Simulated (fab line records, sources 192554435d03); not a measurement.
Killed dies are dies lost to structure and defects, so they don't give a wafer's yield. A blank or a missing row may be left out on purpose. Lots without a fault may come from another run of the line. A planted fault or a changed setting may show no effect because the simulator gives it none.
Chamber matching | flow n5_finfet | N5_MOL_CONTACT_COAG_STRIP_72 on rie_diel-03: 4 sister chambers
The step strips in N2/H2. 4 wafers are shown with their chamber, then 7 later ones without.

WAFERS WITH THEIR CHAMBER
wafer  | chamber | drypump_motor_current_A (A)
L084.5 | 0       | 5.82
L087.4 | 1       | 5.84
L088.1 | 3       | 5.44
L088.3 | 2       | 4.96

WAFERS WITHOUT THEIR CHAMBER
wafer  | drypump_motor_current_A (A)
L088.5 | 4.95
L093.1 | 5.84
L093.2 | 4.91
L093.4 | 5.45
L094.2 | 5.83
L094.3 | 5.43
L094.4 | 5.84

WHICH CHAMBER EACH WENT THROUGH
wafer  | from the rows above     | in truth
L088.5 | 2                       | 2
L093.1 | can't be placed: 1 or 0 | 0
L093.2 | 2                       | 2
L093.4 | 3                       | 3
L094.2 | can't be placed: 0 or 1 | 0
L094.3 | 3                       | 3
L094.4 | can't be placed: 1 or 0 | 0
Placed correctly: 4 of 7. Can't be placed from these rows: 3 (the true chamber is among the candidates in 3). Placed wrongly: 0.
How it was worked out, from the rows above alone: a wafer's distance from a chamber is the root of the sum, over the readings, of the square of ((its reading less the chamber's mean) divided by the reading's scatter). The wafer belongs to the nearest chamber; if the next one is less than 2 further off, it can't be placed. A chamber's mean is the mean of its shown wafers. The scatter: with one shown wafer a chamber, the root of the mean of the squares of how far each hidden wafer lies from its nearest shown one.
